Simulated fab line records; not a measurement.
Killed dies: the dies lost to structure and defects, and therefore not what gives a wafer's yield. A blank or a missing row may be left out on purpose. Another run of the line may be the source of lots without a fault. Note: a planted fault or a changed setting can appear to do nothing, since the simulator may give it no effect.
Matching of chambers :: flow nand_harc :: 4 sister chambers for NHARC_A_CONTACT_ETCH_90 on rie_diel-06
The step etches the open film in CH3F/O2, target depth 40 nm, time 85.7 s. 30 wafers are shown with their chamber, then 12 later ones without.

WAFERS WITH THEIR CHAMBER
wafer: L077.1
chamber: 2
drypump_motor_current_A (A): 5.3
showerhead_plenum_p_Torr (Torr): 2.32
rf_vpp_V (V): 242.1

wafer: L077.4
chamber: 3
drypump_motor_current_A (A): 5.8
showerhead_plenum_p_Torr (Torr): 2.57
rf_vpp_V (V): 245.9

wafer: L077.6
chamber: 3
drypump_motor_current_A (A): 5.9
showerhead_plenum_p_Torr (Torr): 2.57
rf_vpp_V (V): 245.9

wafer: L078.2
chamber: 2
drypump_motor_current_A (A): 5.3
showerhead_plenum_p_Torr (Torr): 2.32
rf_vpp_V (V): 242.5

wafer: L078.4
chamber: 0
drypump_motor_current_A (A): 6.7
showerhead_plenum_p_Torr (Torr): 2.50
rf_vpp_V (V): 246.2

wafer: L078.5
chamber: 3
drypump_motor_current_A (A): 5.9
showerhead_plenum_p_Torr (Torr): 2.57
rf_vpp_V (V): 244.2

wafer: L078.1
chamber: 1
drypump_motor_current_A (A): 5.0
showerhead_plenum_p_Torr (Torr): 2.61
rf_vpp_V (V): 246.0

wafer: L078.3
chamber: 3
drypump_motor_current_A (A): 5.9
showerhead_plenum_p_Torr (Torr): 2.57
rf_vpp_V (V): 245.5

wafer: L078.6
chamber: 2
drypump_motor_current_A (A): 5.3
showerhead_plenum_p_Torr (Torr): 2.32
rf_vpp_V (V): 241.7

wafer: L076.1
chamber: 1
drypump_motor_current_A (A): 5.0
showerhead_plenum_p_Torr (Torr): 2.61
rf_vpp_V (V): 248.2

wafer: L076.2
chamber: 0
drypump_motor_current_A (A): 6.7
showerhead_plenum_p_Torr (Torr): 2.50
rf_vpp_V (V): 245.1

wafer: L076.6
chamber: 3
drypump_motor_current_A (A): 5.9
showerhead_plenum_p_Torr (Torr): 2.56
rf_vpp_V (V): 246.3

wafer: L082.1
chamber: 3
drypump_motor_current_A (A): 5.9
showerhead_plenum_p_Torr (Torr): 2.56
rf_vpp_V (V): 245.2

wafer: L082.2
chamber: 1
drypump_motor_current_A (A): 5.0
showerhead_plenum_p_Torr (Torr): 2.61
rf_vpp_V (V): 246.0

wafer: L082.5
chamber: 3
drypump_motor_current_A (A): 5.8
showerhead_plenum_p_Torr (Torr): 2.56
rf_vpp_V (V): 246.2

wafer: L080.4
chamber: 1
drypump_motor_current_A (A): 5.0
showerhead_plenum_p_Torr (Torr): 2.61
rf_vpp_V (V): 246.7

wafer: L080.5
chamber: 2
drypump_motor_current_A (A): 5.3
showerhead_plenum_p_Torr (Torr): 2.31
rf_vpp_V (V): 242.4

wafer: L080.6
chamber: 1
drypump_motor_current_A (A): 5.0
showerhead_plenum_p_Torr (Torr): 2.61
rf_vpp_V (V): 245.3

wafer: L081.2
chamber: 1
drypump_motor_current_A (A): 5.0
showerhead_plenum_p_Torr (Torr): 2.61
rf_vpp_V (V): 246.1

wafer: L081.3
chamber: 3
drypump_motor_current_A (A): 5.9
showerhead_plenum_p_Torr (Torr): 2.56
rf_vpp_V (V): 245.8

wafer: L081.6
chamber: 1
drypump_motor_current_A (A): 5.0
showerhead_plenum_p_Torr (Torr): 2.61
rf_vpp_V (V): 246.1

wafer: L087.1
chamber: 0
drypump_motor_current_A (A): 6.7
showerhead_plenum_p_Torr (Torr): 2.50
rf_vpp_V (V): 245.3

wafer: L087.2
chamber: 2
drypump_motor_current_A (A): 5.3
showerhead_plenum_p_Torr (Torr): 2.31
rf_vpp_V (V): 241.6

wafer: L087.6
chamber: 2
drypump_motor_current_A (A): 5.3
showerhead_plenum_p_Torr (Torr): 2.31
rf_vpp_V (V): 243.6

wafer: L085.1
chamber: 3
drypump_motor_current_A (A): 5.9
showerhead_plenum_p_Torr (Torr): 2.56
rf_vpp_V (V): 244.2

wafer: L085.2
chamber: 2
drypump_motor_current_A (A): 5.3
showerhead_plenum_p_Torr (Torr): 2.31
rf_vpp_V (V): 242.8

wafer: L085.6
chamber: 1
drypump_motor_current_A (A): 5.0
showerhead_plenum_p_Torr (Torr): 2.61
rf_vpp_V (V): 246.0

wafer: L093.1
chamber: 3
drypump_motor_current_A (A): 5.9
showerhead_plenum_p_Torr (Torr): 2.56
rf_vpp_V (V): 246.5

wafer: L093.2
chamber: 1
drypump_motor_current_A (A): 5.0
showerhead_plenum_p_Torr (Torr): 2.61
rf_vpp_V (V): 245.7

wafer: L093.6
chamber: 0
drypump_motor_current_A (A): 6.7
showerhead_plenum_p_Torr (Torr): 2.50
rf_vpp_V (V): 244.7

SIGNATURES (averages over the wafers above)
reading: drypump_motor_current_A
chamber 0: 6.700
chamber 1: 5.000
chamber 2: 5.300
chamber 3: 5.880
scatter within a chamber: 0.0248

reading: showerhead_plenum_p_Torr
chamber 0: 2.5000
chamber 1: 2.6100
chamber 2: 2.3143
chamber 3: 2.5640
scatter within a chamber: 0.00398

reading: rf_vpp_V
chamber 0: 245.325
chamber 1: 246.233
chamber 2: 242.386
chamber 3: 245.570
scatter within a chamber: 0.771
Rule: for each reading, subtract the chamber's mean from the wafer's reading, divide by that reading's scatter and square the result; add these up over the readings and take the root, which gives the wafer's distance from the chamber. If the next closest chamber is less than 2 further off than the closest, the wafer can't be placed; otherwise it belongs to the closest. The scatter is the square root of a quotient: the sum, over the shown wafers, of each reading's squared deviation from its chamber's mean, divided by wafers minus chambers.

WAFERS WITHOUT THEIR CHAMBER
wafer: L092.1
drypump_motor_current_A (A): 6.7
showerhead_plenum_p_Torr (Torr): 2.50
rf_vpp_V (V): 245.2

wafer: L092.2
drypump_motor_current_A (A): 5.9
showerhead_plenum_p_Torr (Torr): 2.56
rf_vpp_V (V): 245.7

wafer: L092.6
drypump_motor_current_A (A): 6.7
showerhead_plenum_p_Torr (Torr): 2.50
rf_vpp_V (V): 245.2

wafer: L092.3
drypump_motor_current_A (A): 5.0
showerhead_plenum_p_Torr (Torr): 2.61
rf_vpp_V (V): 247.2

wafer: L092.4
drypump_motor_current_A (A): 5.3
showerhead_plenum_p_Torr (Torr): 2.31
rf_vpp_V (V): 242.7

wafer: L092.5
drypump_motor_current_A (A): 5.0
showerhead_plenum_p_Torr (Torr): 2.61
rf_vpp_V (V): 247.0

wafer: L090.1
drypump_motor_current_A (A): 5.3
showerhead_plenum_p_Torr (Torr): 2.31
rf_vpp_V (V): 243.6

wafer: L090.2
drypump_motor_current_A (A): 6.7
showerhead_plenum_p_Torr (Torr): 2.50
rf_vpp_V (V): 244.1

wafer: L090.6
drypump_motor_current_A (A): 5.9
showerhead_plenum_p_Torr (Torr): 2.56
rf_vpp_V (V): 244.3

wafer: L096.1
drypump_motor_current_A (A): 5.9
showerhead_plenum_p_Torr (Torr): 2.55
rf_vpp_V (V): 244.5

wafer: L096.4
drypump_motor_current_A (A): 5.0
showerhead_plenum_p_Torr (Torr): 2.60
rf_vpp_V (V): 245.6

wafer: L096.5
drypump_motor_current_A (A): 6.7
showerhead_plenum_p_Torr (Torr): 2.50
rf_vpp_V (V): 245.9

CHAMBER TAKEN BY EACH
wafer: L092.1
from the rows above: 0
in truth: 0

wafer: L092.2
from the rows above: 3
in truth: 3

wafer: L092.6
from the rows above: 0
in truth: 0

wafer: L092.3
from the rows above: 1
in truth: 1

wafer: L092.4
from the rows above: 2
in truth: 2

wafer: L092.5
from the rows above: 1
in truth: 1

wafer: L090.1
from the rows above: 2
in truth: 2

wafer: L090.2
from the rows above: 0
in truth: 0

wafer: L090.6
from the rows above: 3
in truth: 3

wafer: L096.1
from the rows above: 3
in truth: 3

wafer: L096.4
from the rows above: 1
in truth: 1

wafer: L096.5
from the rows above: 0
in truth: 0
Placed correctly: 12 of 12. Can't be placed from these rows: 0. 0 placed wrongly.
